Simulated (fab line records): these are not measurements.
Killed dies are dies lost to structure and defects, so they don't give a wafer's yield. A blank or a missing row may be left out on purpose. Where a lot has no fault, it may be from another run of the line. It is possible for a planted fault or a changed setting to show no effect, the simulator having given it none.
Matching of chambers	flow n5Finfet	cmp-01 running N5_ILD0_CMP_12: 4 sister chambers
The step polishes SiNx, stops on poly-Si, t overpolish 6 s, target thk 17.67 nm. 14 wafers are shown with their chamber, then 7 later ones without.

== WAFERS WITH THEIR CHAMBER ==
wafer	chamber	motorCurrentA (A)	timeToEndpointS (s)	overpolishRunS (s)
L074.2	0	9.5	30.8	6.018
L074.3	2	8.9	28.5	6.007
L074.5	0	9.5	28.5	5.996
L077.2	2	8.8	23.4	5.984
L077.5	2	8.8	26.8	5.984
L077.6	1	7.7	29.1	6.009
L078.3	0	9.3	30.2	6.010
L078.5	3	9.7	35.8	5.999
L078.6	0	9.7	30.7	5.992
L082.1	1	8.2	27.5	6.012
L082.2	0	9.6	26.5	5.993
L082.5	1	7.8	26.7	6.003
L091.1	0	9.3	28.5	5.997
L091.2	3	10.0	32.9	6.008

SIGNATURES (averages over the wafers above)
reading	chamber 0	chamber 1	chamber 2	chamber 3	scatter within a chamber
motorCurrentA	9.483	7.900	8.833	9.850	0.179
timeToEndpointS	29.200	27.767	26.233	34.350	1.86
overpolishRunS	6.00100	6.00800	5.99167	6.00350	0.00996
Rule: for each reading, subtract the chamber's mean from the wafer's reading, divide by that reading's scatter and square the result; add these up over the readings and take the root, which gives the wafer's distance from the chamber. If the next closest chamber is less than 2 further off than the closest, the wafer can't be placed; otherwise it belongs to the closest. How the scatter is found: for the shown wafers, subtract from each reading the mean of its chamber, square and add these, divide the total by (wafers less chambers), then take the root.

== WAFERS WHOSE CHAMBER IS MISSING ==
wafer	motorCurrentA (A)	timeToEndpointS (s)	overpolishRunS (s)
L091.5	9.8	33.7	6.023
L092.1	9.5	33.9	6.005
L092.2	7.5	28.0	5.996
L092.3	9.1	24.6	6.002
L093.1	9.1	29.0	5.996
L093.4	9.7	30.4	5.987
L093.5	7.8	30.3	5.999

== CHAMBER TAKEN BY EACH ==
wafer	from the rows above	in truth
L091.5	can't be placed: 3 or 0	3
L092.1	can't be placed: 3 or 0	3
L092.2	1	1
L092.3	can't be placed: 2 or 0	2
L093.1	can't be placed: 2 or 0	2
L093.4	can't be placed: 0 or 3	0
L093.5	1	1
Correct placement for 2 of the 7. Not placeable from these rows: 5 (in 5, the candidates include the true chamber). Wrongly placed: 0.
